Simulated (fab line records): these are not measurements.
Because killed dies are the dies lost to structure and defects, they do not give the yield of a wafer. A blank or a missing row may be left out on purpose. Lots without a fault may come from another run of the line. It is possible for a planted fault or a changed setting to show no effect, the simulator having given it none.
Chamber matching :: flow nand_harc :: NHARC_P_M2_DEP_33 on pecvd-01 has 3 sister chambers
The step deposits SiCN, target thk 30 nm. 18 wafers are shown with their chamber, then 9 later ones without.

WAFERS, EACH WITH ITS CHAMBER
wafer: L718.1
chamber: 0
heater_power_w (W): 791

wafer: L718.2
chamber: 2
heater_power_w (W): 536

wafer: L718.5
chamber: 1
heater_power_w (W): 637

wafer: L719.2
chamber: 2
heater_power_w (W): 434

wafer: L719.5
chamber: 0
heater_power_w (W): 714

wafer: L719.6
chamber: 2
heater_power_w (W): 439

wafer: L721.3
chamber: 1
heater_power_w (W): 529

wafer: L721.5
chamber: 0
heater_power_w (W): 721

wafer: L721.6
chamber: 2
heater_power_w (W): 534

wafer: L725.1
chamber: 1
heater_power_w (W): 626

wafer: L725.2
chamber: 0
heater_power_w (W): 803

wafer: L725.3
chamber: 2
heater_power_w (W): 537

wafer: L726.1
chamber: 0
heater_power_w (W): 756

wafer: L726.3
chamber: 2
heater_power_w (W): 483

wafer: L726.6
chamber: 2
heater_power_w (W): 473

wafer: L727.1
chamber: 0
heater_power_w (W): 662

wafer: L727.2
chamber: 1
heater_power_w (W): 550

wafer: L727.5
chamber: 1
heater_power_w (W): 541

SIGNATURES, as means of the wafers listed above
reading: heater_power_w
chamber 0: 741.17
chamber 1: 576.60
chamber 2: 490.86
scatter within a chamber: 49.4
Rule: a wafer's distance from a chamber is the root of the sum, over the readings, of the square of ((its reading less the chamber's mean) divided by the reading's scatter). The wafer belongs to the nearest chamber; if the next one is less than 2 further off, it can't be placed. The scatter: the root of (the sum of the squares of (reading less its chamber's mean) over the shown wafers, divided by (wafers less chambers)).

WAFERS MISSING THEIR CHAMBER
wafer: L728.2
heater_power_w (W): 485

wafer: L728.3
heater_power_w (W): 604

wafer: L728.6
heater_power_w (W): 594

wafer: L737.3
heater_power_w (W): 509

wafer: L737.5
heater_power_w (W): 521

wafer: L737.6
heater_power_w (W): 679

wafer: L738.2
heater_power_w (W): 733

wafer: L738.4
heater_power_w (W): 527

wafer: L738.6
heater_power_w (W): 514

WHICH CHAMBER EACH ONE RAN IN
wafer: L728.2
from the rows above: can't be placed: 2 or 1
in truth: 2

wafer: L728.3
from the rows above: can't be placed: 1 or 2
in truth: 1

wafer: L728.6
from the rows above: can't be placed: 1 or 2
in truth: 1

wafer: L737.3
from the rows above: can't be placed: 2 or 1
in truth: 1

wafer: L737.5
from the rows above: can't be placed: 2 or 1
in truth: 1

wafer: L737.6
from the rows above: can't be placed: 0 or 1
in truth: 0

wafer: L738.2
from the rows above: 0
in truth: 0

wafer: L738.4
from the rows above: can't be placed: 2 or 1
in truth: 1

wafer: L738.6
from the rows above: can't be placed: 2 or 1
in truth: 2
Correctly placed: 1 of 9. Cannot be placed on the basis of these rows: 8; the candidates contain the true chamber in 8. Number placed wrongly: 0.
